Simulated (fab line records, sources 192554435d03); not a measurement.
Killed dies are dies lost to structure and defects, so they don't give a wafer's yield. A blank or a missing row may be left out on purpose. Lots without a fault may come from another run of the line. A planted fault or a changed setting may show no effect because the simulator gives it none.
A struck lot beside a sound one | flow n5_finfet | 15 steps out of a route of 1938
Sound: wafers L331.2, L331.4, L331.6. Struck: wafers L323.1, L323.2. (L323.3 of the same lot was not struck and is left out.) The cause comes at the end.
At each step with rows: each side's tool, then ch and its chambers, then its first start. Under that, the readings that differ: sound wafers | struck wafers | difference of the means | sigmas: that difference in standard deviations of wafers without a fault.
alike: readings whose means differ by less than 2 such deviations, and words and numbers that are the same on both sides. not compared: withheld readings, readings that some wafer has no value for, bounds like >300 that may hide the same value, and numbers for which the record gives no deviation and whose values overlap.
The two part at a step that has a row with sigmas, a row that says differs or no value, or rows on one side only. Numbers that don't overlap but have no deviation are shown without sigmas and don't part them. A reading that every wafer of one side lacks parts them only if that side has two wafers or more.

first, 8 steps without rows for these wafers: N5_BEOL_M14_COAT_66 (time 60 s, resist thk 110 nm); N5_BEOL_M14_COAT_22 (resist thk 300 nm); N5_BEOL_M14_EBR_24; N5_BEOL_M14_SOFTBAKE_23 (time 60 s); N5_BEOL_M14_EXPOSE_25 (exposes mask M14, target cd 280 nm); N5_BEOL_M14_PEB_26 (peb time 90 s); N5_BEOL_M14_DEVELOP_27 (develop time 45 s); N5_BEOL_M14_HARDBAKE_32 (time 120 s).
N5_BEOL_M14_CD_MEAS_28: target cd 284.4 nm.
  sound on cd_sem-02 ch 0, day 16 01:10; struck on cd_sem-02 ch 0, day 13 16:57
  alike: cd_nm
N5_BEOL_M14_OVL_MEAS_29:
  sound on overlay-01 ch 0, day 16 01:12; struck on overlay-02 ch 0, day 13 16:59
  alike: M14_OVL
N5_BEOL_M14_INSPECT_30: inspects for defects (macro).
  sound on defect_inspect-02, day 16 01:13; struck on defect_inspect-01, day 13 17:01
  reading          | sound | struck | difference | sigmas
  raw_defect_count | 5 1 5 | 0 1    | -3         | -2
N5_BEOL_M14_DESCUM_33: chemistry O2, time 7.9 s.
  sound on rie_diel-01 ch 1,3, day 16 01:30; struck on rie_diel-06 ch 0,3, day 13 17:03
  alike: drypump_motor_current_A, o2_flow_sccm, oes_product_au, rf_vpp_V, showerhead_plenum_p_Torr, temp_c, throttle_valve_pct
  not compared: rf_hours_counter_h
N5_BEOL_M14_ETCH_67: etches SiARC in CF4, target depth 143 nm, time 238.3 s.
  sound on rie_diel-01 ch 1,3, day 16 01:32; struck on rie_diel-06 ch 0,3, day 13 17:05
  reading               | sound          | struck    | difference | sigmas
  etch_rf_on_time_s (s) | 244 241 244    | 152 156   | -89        | -27
  oes_product_au (a.u.) | 0.73 0.59 0.72 | 0.82 0.99 | +0.23      | +3
  alike: cf4_flow_sccm, drypump_motor_current_A, rf_vpp_V, showerhead_plenum_p_Torr, throttle_valve_pct
  not compared: rf_hours_counter_h
N5_BEOL_M14_ETCH_68: etches SOC in N2/H2, time 450 s.
  sound on rie_diel-01 ch 1,3, day 16 01:41; struck on rie_diel-06 ch 0,3, day 13 17:14
  alike: drypump_motor_current_A, oes_product_au, rf_vpp_V, showerhead_plenum_p_Torr, temp_c, throttle_valve_pct
  not compared: rf_hours_counter_h
N5_PASSIVATION_PROBE_49:
  the record has rows for the sound wafers here (prober-01, day 17 07:01) and none for the struck ones

WHERE THEY PART
First at N5_BEOL_M14_INSPECT_30; last, within this record, at N5_PASSIVATION_PROBE_49.

WHY: what the simulator had put in
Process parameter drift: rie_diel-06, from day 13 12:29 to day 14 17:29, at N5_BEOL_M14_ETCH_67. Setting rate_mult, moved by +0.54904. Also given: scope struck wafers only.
